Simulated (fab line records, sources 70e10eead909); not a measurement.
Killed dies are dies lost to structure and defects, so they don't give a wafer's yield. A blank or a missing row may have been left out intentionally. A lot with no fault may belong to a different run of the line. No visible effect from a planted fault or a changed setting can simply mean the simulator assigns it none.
Matching of chambers -- flow nand_harc -- cmp-03 running NHARC_A_BONDPAD_CMP_29: 4 sister chambers
The step polishes SiCN, target thk 200 nm. 4 wafers are shown with their chamber, then 9 later ones without.

== WAFERS WITH THEIR CHAMBER ==
wafer,chamber,motor_current_A (A)
L080.5,3,11.8
L091.2,2,12.8
L091.3,1,13.5
L091.5,0,13.3

== WAFERS WHOSE CHAMBER IS MISSING ==
wafer,motor_current_A (A)
L092.3,13.4
L092.4,12.9
L092.5,12.3
L093.1,12.8
L093.2,12.2
L093.3,11.1
L096.2,13.5
L096.3,12.7
L096.6,12.8

== WHICH CHAMBER EACH ONE RAN IN ==
wafer,from the rows above,in truth
L092.3,can't be placed: 0 or 1 or 2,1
L092.4,can't be placed: 2 or 0 or 1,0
L092.5,can't be placed: 2 or 3 or 0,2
L093.1,can't be placed: 2 or 0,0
L093.2,can't be placed: 3 or 2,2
L093.3,3,3
L096.2,can't be placed: 1 or 0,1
L096.3,can't be placed: 2 or 0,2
L096.6,can't be placed: 2 or 0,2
Correctly placed: 1 of 9. Cannot be placed on the basis of these rows: 8; the candidates contain the true chamber in 8. Placed wrongly: 0.
How it was worked out, from the rows above alone: a wafer's distance from a chamber is the root of the sum, over the readings, of the square of ((its reading less the chamber's mean) divided by the reading's scatter). If the next closest chamber is less than 2 further off than the closest, the wafer can't be placed; otherwise it belongs to the closest. The mean given for a chamber averages the wafers shown for that chamber. The scatter (one wafer shown for each chamber): square how far every hidden wafer sits from the nearest shown wafer, average those squares and take the square root.
